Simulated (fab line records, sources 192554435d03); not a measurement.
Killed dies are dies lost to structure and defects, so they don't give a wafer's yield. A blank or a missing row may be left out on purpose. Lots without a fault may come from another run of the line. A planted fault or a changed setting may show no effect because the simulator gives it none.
Which tool did it? | flow n5_finfet | 20 lots, 60 wafers sampled, at 5 steps of a route of 1938

WHAT THE GAUGES READ, wafer by wafer
N5_MOL_CONTACT_COAG_OVL_MEAS_85. Usual: VG_OVL -0.2 nm, standard deviation 0.74.
lot  | measured     | on         | VG_OVL (nm)    | flag
L075 | day 5 19:19  | overlay-01 | 0.4 0.3 0.2    |
L074 | day 5 19:50  | overlay-01 | 1.0 -0.7 -1.0  |
L076 | day 5 20:48  | overlay-01 | -1.2 -1.3 0.2  |
L078 | day 5 23:33  | overlay-01 | 1.8 1.6 1.5    |
L077 | day 6 05:59  | overlay-02 | -0.8 0.5 -0.6  |
L080 | day 6 16:01  | overlay-01 | -1.2 -1.1 -0.2 |
L079 | day 6 17:29  | overlay-02 | 0.9 -0.5 0.4   |
L082 | day 7 04:38  | overlay-01 | 0.0 0.0 0.0    |
L083 | day 7 07:53  | overlay-01 | -1.2 -1.0 -0.1 |
L084 | day 7 13:47  | overlay-01 | -0.4 -0.7 -0.8 |
L085 | day 7 22:42  | overlay-01 | -0.1 -0.3 0.9  |
L086 | day 8 04:52  | overlay-02 | -0.5 -0.5 -0.5 |
L087 | day 8 07:56  | overlay-01 | -0.4 -0.7 -0.7 |
L089 | day 9 00:32  | overlay-02 | -0.5 0.8 0.7   |
L090 | day 9 06:23  | overlay-02 | -0.3 0.3 -0.8  |
L091 | day 9 06:47  | overlay-01 | -1.1 -0.3 -0.3 |
L092 | day 9 14:32  | overlay-01 | 0.4 0.3 0.5    |
L093 | day 9 22:05  | overlay-01 | -0.3 -0.1 -0.8 |
L096 | day 10 17:22 | overlay-02 | 0.4 0.4 -0.3   |
L097 | day 10 20:32 | overlay-02 | 0.5 -0.6 -0.2  |

N5_BEOL_M0_SAQP_CD_MEAS_14: target cd 42.5 nm. Usual: cd_nm 42.4 nm, standard deviation 0.35.
lot  | measured     | on        | cd_nm (nm)     | flag
L075 | day 6 06:02  | cd_sem-03 | 42.4 42.8 43.2 |
L074 | day 6 07:05  | cd_sem-02 | 42.5 42.3 42.4 |
L076 | day 6 07:16  | cd_sem-02 | 42.3 42.0 42.2 |
L078 | day 6 12:00  | cd_sem-03 | 43.0 42.2 42.4 |
L077 | day 6 13:11  | cd_sem-01 | 42.3 42.8 43.4 |
L080 | day 6 23:38  | cd_sem-01 | 42.4 42.3 43.0 |
L079 | day 7 02:41  | cd_sem-01 | 43.0 42.2 42.0 |
L082 | day 7 12:39  | cd_sem-03 | 42.2 42.7 42.9 |
L083 | day 7 15:47  | cd_sem-02 | 42.1 42.0 42.5 |
L084 | day 7 22:16  | cd_sem-02 | 42.4 41.9 42.1 |
L085 | day 8 06:18  | cd_sem-03 | 42.4 42.5 41.9 |
L086 | day 8 13:30  | cd_sem-03 | 42.4 41.8 42.2 |
L087 | day 8 15:29  | cd_sem-03 | 42.9 42.6 42.9 |
L089 | day 9 09:31  | cd_sem-02 | 42.7 42.4 42.9 |
L090 | day 9 13:34  | cd_sem-01 | 42.5 42.3 42.3 |
L091 | day 9 16:37  | cd_sem-01 | 42.1 42.5 42.4 |
L092 | day 9 22:16  | cd_sem-03 | 42.3 42.2 42.1 |
L093 | day 10 05:50 | cd_sem-03 | 42.3 42.1 42.7 |
L096 | day 11 03:58 | cd_sem-02 | 42.7 42.8 42.6 |
L097 | day 11 04:21 | cd_sem-02 | 42.1 42.1 42.4 |

WHICH TOOL RAN EACH LOT (tool, then ch and the chambers of the sampled wafers, then the start)
lot  | N5_MOL_CONTACT_COAG_VIA_ETCH_46    | N5_MOL_CONTACT_COAG_DESCUM_45      | N5_MOL_CONTACT_COAG_ETCH_67
L075 | rie_diel-05 ch 1,3, day 5 20:17    | rie_diel-01 ch 0,1,3, day 5 21:28  | rie_diel-05 ch 2,3, day 5 21:49
L074 | rie_diel-05 ch 0,3, day 5 20:44    | rie_diel-05 ch 0,3, day 5 21:40    | rie_diel-03 ch 1,3, day 5 22:01
L076 | rie_diel-03 ch 0,1,3, day 5 21:24  | rie_diel-05 ch 0,2,3, day 5 22:22  | rie_diel-05 ch 0,3, day 5 22:53
L078 | rie_diel-01 ch 1,3, day 6 00:07    | rie_diel-01 ch 0,3, day 6 01:30    | rie_diel-03 ch 2,3, day 6 01:55
L077 | rie_diel-01 ch 0,1, day 6 06:32    | rie_diel-03 ch 0,1,2, day 6 07:26  | rie_diel-03 ch 0,1,2, day 6 07:47
L080 | rie_diel-03 ch 1,3, day 6 16:44    | rie_diel-05 ch 0,1,2, day 6 17:31  | rie_diel-01 ch 1,2, day 6 17:52
L079 | rie_diel-05 ch 0,1, day 6 18:02    | rie_diel-03 ch 0,2, day 6 18:56    | rie_diel-03 ch 2,3, day 6 19:23
L082 | rie_diel-01 ch 0,1,3, day 7 05:20  | rie_diel-05 ch 1,2, day 7 06:10    | rie_diel-01 ch 0,1,3, day 7 06:37
L083 | rie_diel-05 ch 0,1,2, day 7 08:49  | rie_diel-03 ch 0,2,3, day 7 09:43  | rie_diel-03 ch 0,1,2, day 7 10:09
L084 | rie_diel-05 ch 0,2, day 7 14:25    | rie_diel-01 ch 1,2,3, day 7 15:11  | rie_diel-01 ch 1,2,3, day 7 15:32
L085 | rie_diel-01 ch 0,1,2, day 7 23:17  | rie_diel-05 ch 1,3, day 8 00:05    | rie_diel-03 ch 0,1, day 8 00:26
L086 | rie_diel-03 ch 0,3, day 8 05:37    | rie_diel-01 ch 2,3, day 8 06:26    | rie_diel-03 ch 2,3, day 8 06:47
L087 | rie_diel-05 ch 1,2,3, day 8 08:30  | rie_diel-05 ch 0,1,2, day 8 09:17  | rie_diel-03 ch 0,2,3, day 8 10:07
L089 | rie_diel-01 ch 0,1,3, day 9 01:05  | rie_diel-03 ch 0,1,3, day 9 02:23  | rie_diel-05 ch 2,3, day 9 02:44
L090 | rie_diel-03 ch 0,1, day 9 06:56    | rie_diel-05 ch 0,2, day 9 07:43    | rie_diel-01 ch 0,3, day 9 08:04
L091 | rie_diel-03 ch 0,1, day 9 07:24    | rie_diel-05 ch 0,1,2, day 9 08:11  | rie_diel-05 ch 0,1,3, day 9 08:31
L092 | rie_diel-03 ch 0,2,3, day 9 15:31  | rie_diel-01 ch 0,2,3, day 9 16:25  | rie_diel-01 ch 1,2,3, day 9 16:46
L093 | rie_diel-03 ch 1,2,3, day 9 22:44  | rie_diel-03 ch 0,1,3, day 9 23:31  | rie_diel-03 ch 1,2,3, day 10 00:20
L096 | rie_diel-05 ch 0,3, day 10 17:55   | rie_diel-01 ch 1,2,3, day 10 18:50 | rie_diel-05 ch 1,3, day 10 19:30
L097 | rie_diel-01 ch 0,1,3, day 10 21:05 | rie_diel-01 ch 1,3, day 10 21:52   | rie_diel-05 ch 2,3, day 10 22:23
- N5_MOL_CONTACT_COAG_VIA_ETCH_46: etches SiO2 in C4F6/O2, target depth 46 nm, overetch 9.2 nm, time 40 s.
- N5_MOL_CONTACT_COAG_DESCUM_45: chemistry O2, time 7 s.
- N5_MOL_CONTACT_COAG_ETCH_67: etches SOC in N2/H2, target depth 60 nm, overetch 21 nm, time 101.2 s.

WHAT THE TOOLS THEMSELVES READ (means of the sampled wafers that have a number; where no wafer has one, the mark that the record gives instead)
N5_MOL_CONTACT_COAG_VIA_ETCH_46. Usual: C4F6_flow_sccm 10.001 sccm, standard deviation 0.029; bias_w 455.0 W, standard deviation 1.3; drypump_motor_current_A 5.9 A, standard deviation 0.48; oes_product_au 0.72 a.u., standard deviation 0.067; rf_vpp_V 1573 V, standard deviation 27; showerhead_plenum_p_Torr 2.83 Torr, standard deviation 0.099; throttle_valve_pct 40.8 %, standard deviation 0.44.
lot  | tool        | C4F6_flow_sccm (sccm) | bias_w (W) | drypump_motor_current_A (A) | oes_product_au (a.u.) | rf_vpp_V (V) | showerhead_plenum_p_Torr (Torr) | throttle_valve_pct (%) | flag
L075 | rie_diel-05 | 10.004                | 455.6      | 5.8                         | 0.60                  | 1578         | 2.81                            | 40.7                   |
L074 | rie_diel-05 | 10.000                | 454.6      | 5.5                         | 0.67                  | 1570         | 2.85                            | 40.9                   |
L076 | rie_diel-03 | 10.026                | 455.0      | 6.0                         | 0.74                  | 1587         | 2.87                            | 41.1                   |
L078 | rie_diel-01 | 10.021                | 455.1      | 5.6                         | 0.71                  | 1566         | 2.67                            | 40.2                   |
L077 | rie_diel-01 | 10.008                | 455.1      | 6.4                         | 0.75                  | 1546         | 2.77                            | 40.7                   |
L080 | rie_diel-03 | 10.014                | 454.2      | 5.9                         | 0.68                  | 1601         | 2.92                            | 41.2                   |
L079 | rie_diel-05 | 10.019                | 454.9      | 5.7                         | 0.81                  | 1562         | 2.88                            | 41.0                   |
L082 | rie_diel-01 | 9.996                 | 455.5      | 5.9                         | 0.71                  | 1555         | 2.70                            | 40.5                   |
L083 | rie_diel-05 | 9.991                 | 456.1      | 5.7                         | 0.76                  | 1574         | 2.88                            | 40.8                   |
L084 | rie_diel-05 | 9.974                 | 454.1      | 5.5                         | 0.70                  | 1577         | 2.92                            | 40.8                   |
L085 | rie_diel-01 | 10.012                | 457.0      | 6.0                         | 0.69                  | 1571         | 2.81                            | 40.8                   |
L086 | rie_diel-03 | 9.957                 | 454.5      | 5.9                         | 0.71                  | 1597         | 2.82                            | 41.3                   |
L087 | rie_diel-05 | 9.985                 | 453.4      | 5.8                         | 0.78                  | 1581         | 2.84                            | 40.6                   |
L089 | rie_diel-01 | 9.995                 | 454.8      | 5.9                         | 0.70                  | 1553         | 2.70                            | 40.6                   |
L090 | rie_diel-03 | 9.996                 | 454.5      | 6.2                         | 0.74                  | 1572         | 2.80                            | 41.0                   |
L091 | rie_diel-03 | 9.975                 | 454.4      | 6.2                         | 0.75                  | 1572         | 2.80                            | 41.0                   |
L092 | rie_diel-03 | 9.984                 | 455.6      | 6.1                         | 0.69                  | 1582         | 2.86                            | 41.3                   |
L093 | rie_diel-03 | 9.994                 | 455.9      | 6.3                         | 0.70                  | 1572         | 2.90                            | 41.1                   |
L096 | rie_diel-05 | 10.007                | 454.8      | 5.5                         | 0.79                  | 1568         | 2.83                            | 40.8                   |
L097 | rie_diel-01 | 9.995                 | 454.9      | 5.9                         | 0.69                  | 1552         | 2.69                            | 40.6                   |

N5_MOL_CONTACT_COAG_DESCUM_45. Usual: drypump_motor_current_A 5.8 A, standard deviation 0.47; oes_product_au 0.81 a.u., standard deviation 0.082; rf_vpp_V 242.9 V, standard deviation 1.3; showerhead_plenum_p_Torr 2.08 Torr, standard deviation 0.073; temp_c 40.00 C, standard deviation 0.11; throttle_valve_pct 20.37 %, standard deviation 0.26.
lot  | tool        | drypump_motor_current_A (A) | oes_product_au (a.u.) | rf_vpp_V (V) | showerhead_plenum_p_Torr (Torr) | temp_c (C) | throttle_valve_pct (%) | flag
L075 | rie_diel-01 | 5.9                         | 0.82                  | 241.5        | 2.00                            | 40.03      | 20.27                  |
L074 | rie_diel-05 | 5.5                         | 0.74                  | 242.1        | 2.08                            | 40.07      | 20.31                  |
L076 | rie_diel-05 | 5.5                         | 0.77                  | 243.6        | 2.12                            | 39.98      | 20.37                  |
L078 | rie_diel-01 | 5.8                         | 0.78                  | 241.4        | 1.99                            | 39.87      | 20.43                  |
L077 | rie_diel-03 | 6.4                         | 0.87                  | 243.0        | 2.10                            | 39.96      | 20.35                  |
L080 | rie_diel-05 | 5.7                         | 0.88                  | 244.5        | 2.11                            | 39.96      | 20.30                  |
L079 | rie_diel-03 | 6.3                         | 0.87                  | 242.5        | 2.06                            | 40.08      | 20.40                  |
L082 | rie_diel-05 | 6.0                         | 0.90                  | 243.0        | 2.09                            | 40.11      | 20.32                  |
L083 | rie_diel-03 | 6.1                         | 0.80                  | 242.1        | 2.10                            | 39.98      | 20.63                  |
L084 | rie_diel-01 | 5.7                         | 0.78                  | 242.6        | 2.04                            | 39.90      | 20.24                  |
L085 | rie_diel-05 | 5.8                         | 0.96                  | 242.5        | 2.06                            | 39.99      | 20.08                  |
L086 | rie_diel-01 | 5.2                         | 0.75                  | 241.2        | 2.00                            | 40.10      | 20.30                  |
L087 | rie_diel-05 | 5.7                         | 0.85                  | 243.2        | 2.11                            | 39.93      | 20.32                  |
L089 | rie_diel-03 | 6.0                         | 0.78                  | 242.2        | 2.10                            | 40.04      | 20.52                  |
L090 | rie_diel-05 | 5.4                         | 0.80                  | 242.9        | 2.13                            | 40.10      | 20.32                  |
L091 | rie_diel-05 | 5.7                         | 0.84                  | 243.6        | 2.11                            | 39.95      | 20.34                  |
L092 | rie_diel-01 | 5.6                         | 0.74                  | 242.3        | 2.02                            | 40.02      | 20.43                  |
L093 | rie_diel-03 | 6.0                         | 0.78                  | 243.0        | 2.10                            | 40.01      | 20.55                  |
L096 | rie_diel-01 | 5.6                         | 0.75                  | 241.8        | 2.03                            | 40.05      | 20.27                  |
L097 | rie_diel-01 | 5.5                         | 0.77                  | 241.6        | 1.95                            | 39.94      | 20.20                  |

N5_MOL_CONTACT_COAG_ETCH_67. Usual: bias_w 150.0 W, standard deviation 0.42; drypump_motor_current_A 6.0 A, standard deviation 0.51; oes_product_au 0.68 a.u., standard deviation 0.06; rf_vpp_V 523.9 V, standard deviation 2.5; showerhead_plenum_p_Torr 2.54 Torr, standard deviation 0.083; temp_c 40.01 C, standard deviation 0.11; throttle_valve_pct 17.78 %, standard deviation 0.28.
lot  | tool        | bias_w (W) | drypump_motor_current_A (A) | oes_product_au (a.u.) | rf_vpp_V (V) | showerhead_plenum_p_Torr (Torr) | temp_c (C) | throttle_valve_pct (%) | flag
L075 | rie_diel-05 | 149.7      | 5.5                         | 0.59                  | 524.7        | 2.54                            | 40.11      | 17.82                  |
L074 | rie_diel-03 | 150.0      | 5.9                         | 0.65                  | 526.2        | 2.62                            | 40.04      | 18.08                  |
L076 | rie_diel-05 | 150.4      | 5.5                         | 0.62                  | 523.3        | 2.52                            | 40.05      | 17.70                  |
L078 | rie_diel-03 | 150.1      | 6.3                         | 0.68                  | 526.0        | 2.60                            | 39.90      | 17.99                  |
L077 | rie_diel-03 | 150.0      | 6.4                         | 0.73                  | 523.5        | 2.56                            | 40.06      | 17.77                  |
L080 | rie_diel-01 | 150.1      | 6.1                         | 0.68                  | 523.1        | 2.54                            | 39.99      | 17.67                  |
L079 | rie_diel-03 | 149.8      | 6.3                         | 0.67                  | 525.1        | 2.60                            | 40.11      | 18.00                  |
L082 | rie_diel-01 | 149.8      | 6.0                         | 0.67                  | 520.4        | 2.42                            | 40.05      | 17.62                  |
L083 | rie_diel-03 | 149.8      | 6.4                         | 0.72                  | 524.3        | 2.55                            | 40.05      | 17.79                  |
L084 | rie_diel-01 | 150.2      | 5.7                         | 0.65                  | 522.5        | 2.48                            | 40.02      | 17.65                  |
L085 | rie_diel-03 | 149.8      | 6.3                         | 0.71                  | 524.6        | 2.55                            | 39.95      | 17.71                  |
L086 | rie_diel-03 | 149.6      | 6.3                         | 0.67                  | 525.9        | 2.59                            | 39.96      | 18.02                  |
L087 | rie_diel-03 | 150.5      | 6.1                         | 0.66                  | 524.3        | 2.56                            | 39.94      | 18.06                  |
L089 | rie_diel-05 | 150.3      | 5.6                         | 0.73                  | 523.0        | 2.53                            | 40.00      | 17.54                  |
L090 | rie_diel-01 | 150.4      | 5.8                         | 0.64                  | 518.9        | 2.39                            | 39.97      | 17.71                  |
L091 | rie_diel-05 | 149.7      | 5.7                         | 0.74                  | 522.8        | 2.51                            | 40.00      | 17.51                  |
L092 | rie_diel-01 | 150.2      | 5.6                         | 0.63                  | 522.3        | 2.47                            | 40.08      | 17.68                  |
L093 | rie_diel-03 | 150.1      | 6.2                         | 0.66                  | 525.6        | 2.59                            | 39.93      | 17.96                  |
L096 | rie_diel-05 | 150.1      | 5.8                         | 0.75                  | 522.6        | 2.48                            | 40.04      | 17.40                  |
L097 | rie_diel-05 | 150.3      | 5.6                         | 0.70                  | 524.3        | 2.53                            | 39.99      | 17.56                  |

THE ANSWER, worked out from the rows above alone
Rule: a lot is off if the mean of its wafers that have a number lies more than 3 standard deviations from the usual mean. A lot without any number at a reading at which 4 lots or more have one is off too. The other lots that the step has rows for count as sound. The gauges are gone through in route order, then the tools' own readings, and for those a lot's mean is taken as printed above. The first step at which some lot is off is used, and at that step the reading that is off furthest; a lot without a number counts as furthest.
No lot is off at any reading shown: from this, nothing can be told.

WHAT THE SIMULATOR HAD PUT IN
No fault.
